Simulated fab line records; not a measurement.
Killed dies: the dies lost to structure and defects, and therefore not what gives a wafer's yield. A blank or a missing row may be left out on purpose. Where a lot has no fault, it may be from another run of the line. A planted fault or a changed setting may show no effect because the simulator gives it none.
fab line records	flow nand-harc
record lots=6	wafers=18	last-day=33
route steps=1302 shown A_CONTACT@1044 END@1302
lots that met no fault: from a run of the same line without faults
start-h: hours from the record's opening day to when the first of the lot's shown wafers began	wait-h: hours elapsed since this lot's preceding step	" unchanged from the row above	L1.1+2: one row covering several wafers at once	- either no value or no given start	* or withheld: withheld	< > ~ a bound
route shown NAME@n: names a module that has steps shown in the file, with the first one's number in the route	usual: mean/standard deviation taken from wafers without a fault	same: alike in all rows	chamber/n: place in a boat	sites: readings site by site	_std_site: the values' standard deviation	_edge_site: mean of outer sites minus mean of inner sites	radius-mm: for every site, how far away it sits from the centre of the wafer	mask NAME#n: copy n	behind: the most recent tool/chamber to have shaped the wafer	hold: the reason the lot was held/the length of the hold in hours/how it ended	device: transistor that didn't switch, given as n, p or np	end of line: the same wafers' tests at the end of the route	step lacking rows: just its recipe	killed: at the first sort, the dies lost to defects and structure; wafer yield is something else	map: dies across one wafer; x = killed, . = not, _ = none there
set.NAME: setting as actually run; set.NAME@STEP: the setting as run at that earlier step	model.NAME: the simulator's own value behind a step, which no gauge read
a table for each step, a row for each wafer; lots at some steps of the route
services: when a tool's chamber went out of use (start-h, in hours from the record's first day, below 0 if earlier), for how many hours, and the reason
## steps
# step NHARC_A_CONTACT_ETCH_76
# recipe target-depth-a=2600	over-etch-frac=0.3	time-s=475.3	ion-energy-ev=200	n2-flow-sccm=150	h2-flow-sccm=150	ar-flow-sccm=0	rf-w=400	bias-w=150	chemistry=N2/H2
# usual bias-w=150.0/0.43	chamber-pressure-mTorr=29.999/0.029	drypump-motor-current-A=5.2/0.36	mfc-ar-sccm=0.003/0.008	oes-product-au=0.997/0.0099	rf-vpp-V=431/3.1	showerhead-plenum-p-Torr=2.07/0.11	throttle-valve-pct=14.171/0.0091
lot.wafer	tool	chamber	start-h	wait-h	bias-w	chamber-pressure-mTorr	drypump-motor-current-A	mfc-ar-sccm	oes-product-au	rf-hours-counter-h	rf-vpp-V	showerhead-plenum-p-Torr	throttle-valve-pct
L403.5	rie-diel-06	1	-	-	150.0	29.983	5.2	0	0.987	-	435	2.17	14.169
L403.6	"	3	"	"	150.6	29.987	5.0	0.026	1.011	-	426	1.89	14.169
L403.4	"	0	"	"	150.9	30.015	5.7	0	1.007	-	435	2.21	14.174
L409.2	rie-diel-08	2	-	-	150.4	29.997	4.8	0	1.005	17	427	1.91	14.184
L409.5	"	2	"	"	150.6	30.029	4.8	0	1.012	-	427	1.91	14.170
L409.6	"	3	"	"	150.0	29.980	5.2	0	1.002	-	434	2.17	14.179
L411.2	rie-diel-06	2	-	-	149.6	30.026	4.8	0	1.007	39	436	2.20	14.169
L411.3	"	3	"	"	150.1	29.959	5.0	0.026	1.014	45	426	1.88	14.172
L411.6	"	2	"	"	149.3	29.969	4.8	0	1.006	-	435	2.20	14.174
L414.1	rie-diel-03	3	-	-	150.2	30.004	5.4	0	0.988	8	433	2.15	14.158
L414.3	"	1	"	"	150.1	30.055	6.0	0	0.997	6	431	2.08	14.170
L414.6	"	2	"	"	149.8	29.965	5.5	0	0.989	-	431	2.07	14.170
L416.2	rie-diel-03	3	-	-	149.7	29.999	5.4	0	1.003	10	434	2.14	14.177
L416.1	"	0	"	"	150.3	30.048	5.0	0	1.017	9	427	1.94	14.164
L416.5	"	3	"	"	150.2	30.000	5.4	0	0.992	-	433	2.14	14.160
L420.1	rie-diel-08	1	-	-	150.0	30.027	4.9	0	1.007	0	429	2.01	14.173
L420.3	"	3	"	"	149.6	30.020	5.2	0	1.009	0	434	2.16	14.164
L420.5	"	1	"	"	149.9	29.983	4.9	0	1.013	-	430	2.01	14.176
# step NHARC_A_CONTACT_ETCH_77
# recipe target-depth-a=1089	time-s=54.5	cf4-flow-sccm=100	chf3-flow-sccm=30	ar-flow-sccm=0	rf-w=500	bias-w=200	chemistry=CF4/CHF3
# usual bias-w=200.1/0.6	cf4-flow-sccm=100.03/0.29	drypump-motor-current-A=5.3/0.37	mfc-ar-sccm=0.003/0.0075	oes-product-au=0.935/0.022	rf-vpp-V=371.3/2.5	showerhead-plenum-p-Torr=1.60/0.073	throttle-valve-pct=16.804/0.0091
lot.wafer	tool	chamber	start-h	wait-h	bias-w	cf4-flow-sccm	drypump-motor-current-A	mfc-ar-sccm	oes-product-au	rf-hours-counter-h	rf-vpp-V	showerhead-plenum-p-Torr	throttle-valve-pct
L403.4	rie-diel-06	0	-	-	200.4	99.63	5.6	0	0.966	21	373.9	1.69	16.818
L403.5	"	0	"	"	200.5	99.94	5.6	0	0.965	-	374.2	1.69	16.798
L403.6	"	1	"	"	200.2	99.91	5.2	0	0.954	-	372.4	1.67	16.796
L409.2	rie-diel-08	3	-	-	199.8	99.95	5.2	0	0.930	20	373.4	1.67	16.804
L409.5	"	2	"	"	199.3	100.17	4.8	0	0.943	-	368.0	1.48	16.800
L409.6	"	3	"	"	200.5	100.37	5.2	0	0.924	-	373.1	1.67	16.806
L411.2	rie-diel-06	1	-	-	200.1	100.62	5.1	0	0.925	51	374.1	1.66	16.812
L411.3	"	2	"	"	199.4	99.87	4.8	0	0.933	39	374.7	1.69	16.811
L411.6	"	1	"	"	200.4	100.01	5.1	0	0.929	-	371.2	1.66	16.810
L414.1	rie-diel-03	2	-	-	201.3	100.19	5.5	0	0.910	7	371.1	1.60	16.796
L414.3	"	3	"	"	200.3	99.86	5.4	0	0.914	8	372.1	1.65	16.781
L414.6	"	1	"	"	201.0	100.13	6.0	0	0.918	-	372.9	1.60	16.807
L416.1	rie-diel-03	3	-	-	199.1	99.91	5.4	0	0.916	10	373.0	1.65	16.799
L416.2	"	1	"	"	200.7	100.32	6.0	0	0.926	8	370.7	1.60	16.789
L416.5	"	2	"	"	201.1	100.17	5.5	0	0.915	-	371.6	1.59	16.821
L420.1	rie-diel-08	0	-	-	200.0	99.71	5.1	0.023	0.971	0	368.6	1.49	16.799
L420.3	"	1	"	"	199.6	100.05	4.9	0	0.983	0	369.8	1.55	16.813
L420.5	"	2	"	"	199.9	99.93	4.8	0	0.955	-	367.0	1.48	16.789
# step NHARC_A_CONTACT_ETCH_78
# recipe target-depth-a=53000	over-etch-frac=0.3	time-s=1378	ion-energy-ev=150	o2-flow-sccm=400	cos-flow-sccm=20	ar-flow-sccm=0	rf-w=500	bias-w=300	chemistry=O2/COS
# step NHARC_A_CONTACT_ETCH_124
# recipe source-w=withheld	pressure-mtorr=20	bias-v=withheld	time-s=140	target-depth-a=7000	ar-flow-sccm=withheld	c4f8-flow-sccm=withheld	o2-flow-sccm=withheld	chemistry=C4F8/O2/Ar
# step NHARC_A_CONTACT_ETCH_125
# recipe source-w=withheld	pressure-mtorr=20	bias-v=3000	time-s=197	target-depth-a=19180	ar-flow-sccm=withheld	c4f8-flow-sccm=withheld	o2-flow-sccm=withheld	chemistry=C4F8/O2/Ar
# step NHARC_A_CONTACT_ETCH_126
# recipe source-w=withheld	pressure-mtorr=20	bias-v=3000	time-s=197	target-depth-a=19180	ar-flow-sccm=withheld	c4f8-flow-sccm=withheld	o2-flow-sccm=withheld	chemistry=C4F8/O2/Ar
# step NHARC_A_CONTACT_ETCH_127
# recipe source-w=withheld	pressure-mtorr=20	bias-v=3000	time-s=197	target-depth-a=19180	ar-flow-sccm=withheld	c4f8-flow-sccm=withheld	o2-flow-sccm=withheld	chemistry=C4F8/O2/Ar
# step NHARC_A_CONTACT_ETCH_128
# recipe source-w=withheld	pressure-mtorr=20	bias-v=3000	time-s=197	target-depth-a=19180	ar-flow-sccm=withheld	c4f8-flow-sccm=withheld	o2-flow-sccm=withheld	chemistry=C4F8/O2/Ar
# step NHARC_A_CONTACT_ETCH_129
# recipe source-w=withheld	pressure-mtorr=20	bias-v=3000	time-s=197	target-depth-a=19180	ar-flow-sccm=withheld	c4f8-flow-sccm=withheld	o2-flow-sccm=withheld	chemistry=C4F8/O2/Ar
# step NHARC_A_CONTACT_ETCH_130
# recipe source-w=withheld	pressure-mtorr=20	bias-v=3000	time-s=197	target-depth-a=19180	ar-flow-sccm=withheld	c4f8-flow-sccm=withheld	o2-flow-sccm=withheld	chemistry=C4F8/O2/Ar
# usual chamber-pressure-mTorr=20.002/0.02	oes-air-line-au=0.999/0.021
lot.wafer	tool	chamber	start-h	wait-h	chamber-pressure-mTorr	oes-air-line-au	rf-hours-counter-h
L403.4	har-cap-etch-01	1	550.15	0.1	20.020	1.022	-
L403.5	"	0	"	"	20.013	0.999	-
L403.6	"	1	"	"	20.002	1.004	-
L409.2	har-cap-etch-02	1	620.36	0.1	19.993	1.012	104
L409.6	"	0	"	"	19.990	1.036	-
L409.5	"	1	"	"	20.016	1.014	-
L411.2	har-cap-etch-03	1	642.93	0.1	19.990	0.987	68
L411.3	"	0	"	"	20.002	1.010	-
L411.6	"	0	"	"	19.948	0.985	-
L414.1	har-cap-etch-02	0	675.90	0.1	19.978	1.017	115
L414.3	"	1	"	"	19.962	0.978	-
L414.6	"	0	"	"	20.024	0.989	-
L416.2	har-cap-etch-02	0	691.53	0.2	20.029	0.974	118
L416.1	"	1	"	"	19.967	1.027	118
L416.5	"	1	"	"	19.992	1.023	-
L420.1	har-cap-etch-03	0	737.25	0.1	20.020	0.993	87
L420.3	"	0	"	"	20.007	1.015	-
L420.5	"	0	"	"	20.003	0.996	-
# step NHARC_A_CONTACT_ETCH_131
# recipe source-w=withheld	pressure-mtorr=20	bias-v=3000	time-s=197	target-depth-a=19180	ar-flow-sccm=withheld	c4f8-flow-sccm=withheld	o2-flow-sccm=withheld	chemistry=C4F8/O2/Ar
# usual chamber-pressure-mTorr=19.997/0.018	oes-air-line-au=1.000/0.019
lot.wafer	tool	chamber	start-h	wait-h	chamber-pressure-mTorr	oes-air-line-au	rf-hours-counter-h
L403.4	har-cap-etch-01	1	550.33	0.1	20.000	0.964	-
L403.5	"	0	"	"	20.035	1.028	-
L403.6	"	1	"	"	20.009	0.981	-
L409.2	har-cap-etch-02	1	620.53	0.1	19.983	0.977	105
L409.6	"	0	"	"	19.968	0.993	-
L409.5	"	1	"	"	19.975	1.002	-
L411.2	har-cap-etch-03	1	643.11	0.1	19.969	0.991	68
L411.3	"	0	"	"	19.986	1.005	-
L411.6	"	0	"	"	19.985	1.004	-
L414.1	har-cap-etch-02	0	676.08	0.1	20.005	0.995	115
L414.3	"	1	"	"	20.017	1.012	-
L414.6	"	0	"	"	20.012	0.994	-
L416.2	har-cap-etch-02	0	691.76	0.2	19.997	0.994	118
L416.1	"	1	"	"	19.984	1.026	118
L416.5	"	1	"	"	20.020	1.036	-
L420.1	har-cap-etch-03	0	737.42	0.1	20.008	1.021	87
L420.3	"	0	"	"	19.978	0.991	-
L420.5	"	0	"	"	20.002	0.994	-
# step NHARC_A_CONTACT_ETCH_132
# recipe source-w=withheld	pressure-mtorr=20	bias-v=3000	time-s=197	target-depth-a=19240	ar-flow-sccm=withheld	c4f8-flow-sccm=withheld	o2-flow-sccm=withheld	chemistry=C4F8/O2/Ar
# usual chamber-pressure-mTorr=19.998/0.018	oes-air-line-au=1.001/0.019
lot.wafer	tool	chamber	start-h	wait-h	chamber-pressure-mTorr	oes-air-line-au	rf-hours-counter-h
L403.4	har-cap-etch-01	1	550.50	0.1	19.992	1.029	-
L403.5	"	0	"	"	19.982	1.024	-
L403.6	"	1	"	"	19.991	1.046	-
L409.2	har-cap-etch-02	1	620.71	0.1	19.977	1.020	105
L409.6	"	0	"	"	19.981	1.021	-
L409.5	"	1	"	"	20.026	0.983	-
L411.2	har-cap-etch-03	1	643.29	0.1	20.001	0.999	68
L411.3	"	0	"	"	19.988	0.986	-
L411.6	"	0	"	"	20.006	0.972	-
L414.1	har-cap-etch-02	0	676.25	0.1	20.030	0.976	115
L414.3	"	1	"	"	20.007	1.002	-
L414.6	"	0	"	"	20.010	0.982	-
L416.2	har-cap-etch-02	0	692.00	0.2	20.021	0.981	118
L416.1	"	1	"	"	19.999	0.998	118
L416.5	"	1	"	"	20.016	1.030	-
L420.1	har-cap-etch-03	0	737.60	0.1	20.008	0.980	87
L420.3	"	0	"	"	20.025	1.021	-
L420.5	"	0	"	"	20.014	1.003	-
# step NHARC_A_CONTACT_ETCH_133
# recipe source-w=withheld	pressure-mtorr=20	bias-v=400	time-s=374	target-depth-a=16100	ar-flow-sccm=withheld	c4f8-flow-sccm=11.5	o2-flow-sccm=7.2	chemistry=C4F8/O2/Ar
# usual chamber-pressure-mTorr=19.999/0.017	oes-air-line-au=1.002/0.019
lot.wafer	tool	chamber	start-h	wait-h	chamber-pressure-mTorr	oes-air-line-au	rf-hours-counter-h
L403.4	har-cap-etch-01	1	550.80	0.3	20.002	0.988	-
L403.5	"	0	"	"	19.988	1.017	-
L403.6	"	1	"	"	19.992	0.995	-
L409.2	har-cap-etch-02	1	620.93	0.2	-	-	-
L409.6	"	0	"	"	-	-	-
L409.5	"	1	"	"	-	-	-
L411.2	har-cap-etch-03	1	643.51	0.2	-	-	-
L411.3	"	0	"	"	-	-	-
L411.6	"	0	"	"	-	-	-
L414.1	har-cap-etch-02	0	676.43	0.1	20.003	1.037	115
L414.3	"	1	"	"	20.001	1.000	-
L414.6	"	0	"	"	20.015	1.015	-
L416.2	har-cap-etch-02	0	692.23	0.2	20.013	0.999	118
L416.1	"	1	"	"	20.015	0.960	118
L416.5	"	1	"	"	20.024	0.979	-
L420.1	har-cap-etch-03	0	737.82	0.2	20.005	1.011	87
L420.3	"	0	"	"	20.002	0.987	-
L420.5	"	0	"	"	20.006	1.021	-
# step NHARC_A_CONTACT_ETCH_91
# recipe target-depth-a=400	over-etch-frac=0.5	time-s=85.7	ion-energy-ev=120	ch3f-flow-sccm=50	o2-flow-sccm=30	ar-flow-sccm=200	rf-w=500	bias-w=100	chemistry=CH3F/O2
# step NHARC_END_SORT_01
# recipe temp-c=25
# usual killed-at-array=63/17	killed-at-other=0.8/1.1	killed-at-periphery=3.5/3	killed-dies=67/17	killed-open=3.1/1.6	killed-short=2.6/1.4
# same gross-dies=677
lot.wafer	tool	chamber	start-h	wait-h	killed-at-array	killed-at-other	killed-at-periphery	killed-dies	killed-open	killed-short
L403.4	prober-02	0	616.26	3.4	44	0	3	47	1	1
L403.5	prober-02	0	617.06	3.7	56	0	3	59	2	4
L403.6	prober-02	0	617.87	4.0	45	0	3	48	4	1
L409.2	prober-02	0	676.54	2.8	671	2	4	677	5	3
L409.5	prober-02	0	678.91	3.7	670	2	5	677	3	1
L409.6	prober-02	0	679.69	3.9	673	0	4	677	4	0
L411.2	prober-01	0	699.03	2.8	670	1	6	677	2	0
L411.3	prober-01	0	699.82	3.1	664	2	11	677	3	5
L411.6	prober-01	0	702.20	4.0	667	1	9	677	2	1
L416.1	prober-01	0	751.10	2.5	81	0	1	82	5	2
L416.2	prober-01	0	751.92	2.8	88	0	1	89	3	3
L416.5	prober-01	0	754.36	3.8	102	1	1	104	1	3
L420.1	prober-01	0	796.14	2.5	58	2	4	64	2	3
L420.3	prober-01	0	797.72	3.1	59	1	5	65	2	3
L420.5	prober-01	0	799.31	3.7	60	0	4	64	4	3
# killed by level:class
L403.4 A_CHANNEL_HOLE_D2:chamber-film-flake=34 A_CHANNEL_HOLE_D1:chamber-film-flake=3 A_CONTACT:chamber-film-flake=3 A_SGD_CUT:geometric-particle:short=1 A_CONTACT:geometric-particle:open=1 P_ZERO_WELL:chamber-film-flake=1 P_STI:chamber-film-flake=1 P_BONDPAD:chamber-film-flake=1
L403.5 A_CHANNEL_HOLE_D2:chamber-film-flake=35 A_CONTACT:chamber-film-flake=6 A_ZERO_WELL:chamber-film-flake=3 A_CHANNEL_HOLE_D1:chamber-film-flake=3 A_CHANNEL_FILL_D2:geometric-particle:short=2 P_BONDPAD:chamber-film-flake=2 A_CHANNEL_HOLE_D1:geometric-particle:short=1 A_CHANNEL_FILL_D1:geometric-particle:open=1
L403.6 A_CHANNEL_HOLE_D2:chamber-film-flake=31 A_CONTACT:chamber-film-flake=4 A_CHANNEL_FILL_D1:geometric-particle:open=2 P_BONDPAD:chamber-film-flake=2 A_CHANNEL_HOLE_D1:chamber-film-flake=2 A_WL_FILL:chamber-film-flake=2 P_M1:geometric-particle:open=1 A_CHANNEL_FILL_D1:geometric-particle:short=1
L409.2 A_CONTACT:area-etch=628 A_CHANNEL_HOLE_D2:chamber-film-flake=15 A_CHANNEL_HOLE_D1:chamber-film-flake=6 A_M1:chamber-film-flake=4 P_ZERO_WELL:chamber-film-flake=3 A_CHANNEL_FILL_D1:chamber-film-flake=2 A_STAIRCASE:chamber-film-flake=2 A_SLIT:chamber-film-flake=2
L409.5 A_CONTACT:area-etch=626 A_CHANNEL_HOLE_D2:chamber-film-flake=20 A_CHANNEL_HOLE_D1:chamber-film-flake=5 A_STAIRCASE:chamber-film-flake=4 A_SLIT:chamber-film-flake=4 P_GATE:chamber-film-flake=3 A_CONTACT:geometric-particle:open=2 P_ZERO_WELL:chamber-film-flake=2
L409.6 A_CONTACT:area-etch=627 A_CHANNEL_HOLE_D2:chamber-film-flake=23 A_SLIT:chamber-film-flake=6 A_CHANNEL_HOLE_D1:chamber-film-flake=5 A_M1:chamber-film-flake=3 P_GATE:chamber-film-flake=2 P_CONTACT:geometric-particle:open=1 A_CHANNEL_HOLE_D2:geometric-particle:open=1
L411.2 A_CONTACT:area-etch=600 A_SLIT:chamber-film-flake=37 A_CHANNEL_HOLE_D2:chamber-film-flake=12 A_CHANNEL_HOLE_D1:chamber-film-flake=5 A_STAIRCASE:chamber-film-flake=5 A_CONTACT:chamber-film-flake=3 P_BONDPAD:chamber-film-flake=2 A_CHANNEL_FILL_D2:chamber-film-flake=2
L411.3 A_CONTACT:area-etch=578 A_SLIT:chamber-film-flake=32 A_CHANNEL_HOLE_D2:chamber-film-flake=21 A_CONTACT:chamber-film-flake=8 P_BONDPAD:chamber-film-flake=5 P_M1:chamber-film-flake=4 A_CHANNEL_HOLE_D1:chamber-film-flake=4 A_M0:chamber-film-flake=4
L411.6 A_CONTACT:area-etch=592 A_SLIT:chamber-film-flake=32 A_CHANNEL_HOLE_D2:chamber-film-flake=19 A_CHANNEL_HOLE_D1:chamber-film-flake=8 A_CONTACT:chamber-film-flake=7 P_BONDPAD:chamber-film-flake=3 P_GATE:chamber-film-flake=2 P_M1:chamber-film-flake=2
L416.1 A_CHANNEL_HOLE_D1:chamber-film-flake=31 A_SLIT:chamber-film-flake=29 A_CONTACT:chamber-film-flake=5 A_CHANNEL_HOLE_D2:chamber-film-flake=3 A_STAIRCASE:chamber-film-flake=2 A_ONON_D1:geometric-particle:short=1 A_ONON_D1:geometric-particle:open=1 A_CHANNEL_HOLE_D2:geometric-particle:open=1
L416.2 A_CHANNEL_HOLE_D1:chamber-film-flake=31 A_SLIT:chamber-film-flake=31 A_CHANNEL_HOLE_D2:chamber-film-flake=7 A_STAIRCASE:chamber-film-flake=6 A_CONTACT:chamber-film-flake=3 A_BLC:chamber-film-flake=3 A_CHANNEL_FILL_D2:chamber-film-flake=2 P_CONTACT:geometric-particle:open=1
L416.5 A_SLIT:chamber-film-flake=39 A_CHANNEL_HOLE_D1:chamber-film-flake=35 A_CONTACT:chamber-film-flake=7 A_BLC:chamber-film-flake=5 A_DECK1_JOINT:chamber-film-flake=3 A_CHANNEL_HOLE_D2:chamber-film-flake=3 A_CHANNEL_FILL_D2:chamber-film-flake=2 A_STAIRCASE:chamber-film-flake=2
L420.1 A_CHANNEL_HOLE_D2:chamber-film-flake=32 A_CONTACT:chamber-film-flake=7 A_SLIT:chamber-film-flake=7 A_M1:chamber-film-flake=5 P_M1:chamber-film-flake=2 A_CHANNEL_HOLE_D1:chamber-film-flake=2 THIN_TSV:chamber-film-flake=2 P_M0:geometric-particle:open=1
L420.3 A_CHANNEL_HOLE_D2:chamber-film-flake=30 A_CONTACT:chamber-film-flake=10 A_SLIT:chamber-film-flake=9 P_M1:chamber-film-flake=3 A_M1:chamber-film-flake=3 A_CHANNEL_FILL_D1:geometric-particle:short=2 P_GATE:chamber-film-flake=2 A_SOURCE_PLATE:geometric-particle:open=1
L420.5 A_CHANNEL_HOLE_D2:chamber-film-flake=28 A_CONTACT:chamber-film-flake=15 A_SLIT:chamber-film-flake=6 A_M1:chamber-film-flake=2 P_M1:geometric-particle:open=1 A_ONON_D1:geometric-particle:short=1 A_CHANNEL_FILL_D1:geometric-particle:open=1 A_DECK1_JOINT:geometric-particle:open=1
# map L409.2 (x killed, . not)
____________x____________
_________xxxxxxx_________
_______xxxxxxxxxxx_______
______xxxxxxxxxxxxx______
_____xxxxxxxxxxxxxxx_____
____xxxxxxxxxxxxxxxxx____
____xxxxxxxxxxxxxxxxx____
___xxxxxxxxxxxxxxxxxxx___
___xxxxxxxxxxxxxxxxxxx___
__xxxxxxxxxxxxxxxxxxxxx__
__xxxxxxxxxxxxxxxxxxxxx__
_xxxxxxxxxxxxxxxxxxxxxxx_
_xxxxxxxxxxxxxxxxxxxxxxx_
_xxxxxxxxxxxxxxxxxxxxxxx_
_xxxxxxxxxxxxxxxxxxxxxxx_
_xxxxxxxxxxxxxxxxxxxxxxx_
xxxxxxxxxxxxxxxxxxxxxxxxx
xxxxxxxxxxxxxxxxxxxxxxxxx
xxxxxxxxxxxxxxxxxxxxxxxxx
xxxxxxxxxxxxxxxxxxxxxxxxx
xxxxxxxxxxxxxxxxxxxxxxxxx
_xxxxxxxxxxxxxxxxxxxxxxx_
_xxxxxxxxxxxxxxxxxxxxxxx_
_xxxxxxxxxxxxxxxxxxxxxxx_
_xxxxxxxxxxxxxxxxxxxxxxx_
_xxxxxxxxxxxxxxxxxxxxxxx_
__xxxxxxxxxxxxxxxxxxxxx__
__xxxxxxxxxxxxxxxxxxxxx__
___xxxxxxxxxxxxxxxxxxx___
___xxxxxxxxxxxxxxxxxxx___
____xxxxxxxxxxxxxxxxx____
____xxxxxxxxxxxxxxxxx____
_____xxxxxxxxxxxxxxx_____
______xxxxxxxxxxxxx______
_______xxxxxxxxxxx_______
_________xxxxxxx_________
____________x____________
# map L411.2 (x killed, . not)
____________x____________
_________xxxxxxx_________
_______xxxxxxxxxxx_______
______xxxxxxxxxxxxx______
_____xxxxxxxxxxxxxxx_____
____xxxxxxxxxxxxxxxxx____
____xxxxxxxxxxxxxxxxx____
___xxxxxxxxxxxxxxxxxxx___
___xxxxxxxxxxxxxxxxxxx___
__xxxxxxxxxxxxxxxxxxxxx__
__xxxxxxxxxxxxxxxxxxxxx__
_xxxxxxxxxxxxxxxxxxxxxxx_
_xxxxxxxxxxxxxxxxxxxxxxx_
_xxxxxxxxxxxxxxxxxxxxxxx_
_xxxxxxxxxxxxxxxxxxxxxxx_
_xxxxxxxxxxxxxxxxxxxxxxx_
xxxxxxxxxxxxxxxxxxxxxxxxx
xxxxxxxxxxxxxxxxxxxxxxxxx
xxxxxxxxxxxxxxxxxxxxxxxxx
xxxxxxxxxxxxxxxxxxxxxxxxx
xxxxxxxxxxxxxxxxxxxxxxxxx
_xxxxxxxxxxxxxxxxxxxxxxx_
_xxxxxxxxxxxxxxxxxxxxxxx_
_xxxxxxxxxxxxxxxxxxxxxxx_
_xxxxxxxxxxxxxxxxxxxxxxx_
_xxxxxxxxxxxxxxxxxxxxxxx_
__xxxxxxxxxxxxxxxxxxxxx__
__xxxxxxxxxxxxxxxxxxxxx__
___xxxxxxxxxxxxxxxxxxx___
___xxxxxxxxxxxxxxxxxxx___
____xxxxxxxxxxxxxxxxx____
____xxxxxxxxxxxxxxxxx____
_____xxxxxxxxxxxxxxx_____
______xxxxxxxxxxxxx______
_______xxxxxxxxxxx_______
_________xxxxxxx_________
____________x____________
## services
tool	chamber	start-h	hours	kind
rie-diel-08	0	527.24	-	clean
rie-diel-08	1	527.24	-	clean
rie-diel-08	2	527.24	-	clean
rie-diel-08	3	527.24	-	clean
rie-diel-03	0	541.16	-	clean
rie-diel-03	1	541.16	-	clean
rie-diel-03	2	541.16	-	clean
rie-diel-03	3	541.16	-	clean
rie-diel-06	0	542.27	-	clean
rie-diel-06	1	542.27	-	clean
rie-diel-06	2	542.27	-	clean
rie-diel-06	3	542.27	-	clean
rie-diel-08	-	547.30	9.0	pm
rie-diel-08	0	547.30	9.0	vent-cycle
rie-diel-08	1	547.30	9.0	vent-cycle
rie-diel-08	2	547.30	9.0	vent-cycle
har-cap-etch-01	-	566.21	0.8	repair
rie-diel-03	3	568.11	2.7	repair
rie-diel-03	-	635.35	9.0	pm
har-cap-etch-02	-	642.39	0.6	repair
rie-diel-06	-	661.27	9.0	pm
har-cap-etch-01	-	721.20	1.2	repair
rie-diel-03	-	721.23	2.6	repair
rie-diel-08	-	724.79	9.0	pm
## key
first-sign step=NHARC_A_CONTACT_ETCH_133	reading=tool-record	direction=missing
effect step=NHARC_END_SORT_01	reading=killed-dies	direction=up	sigmas=35	usual=67	struck=677
more-kills-born-at NHARC_A_CONTACT_ETCH_133@har-cap-etch-02=1875	NHARC_A_CONTACT_ETCH_133@har-cap-etch-03=1768
met-at NHARC_A_CONTACT_ETCH_133
struck-wafers L409.2,L409.5,L409.6,L411.2,L411.3,L411.6
later-rows-left-out L409.2,L409.5,L409.6,L411.2,L411.3,L411.6
tester-left-out L409,L411
fault kind=skipped-step-whole	tool=har-cap-etch-02,har-cap-etch-03	chamber=-	onset-h=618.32	steps=NHARC_A_CONTACT_ETCH_133	scope=struck-lots-only
# tester-left-out: of these lots the tester's yield and bins aren't shown, on N5 and GAA mostly nor the transistor test; their killed dies are dies lost to structure and defects alone, not to doping, threshold or leakage, so they don't give the yield
# later-rows-left-out: the simulator's readings of these wafers behind a module that went badly wrong aren't trusted and aren't shown, but for the sort
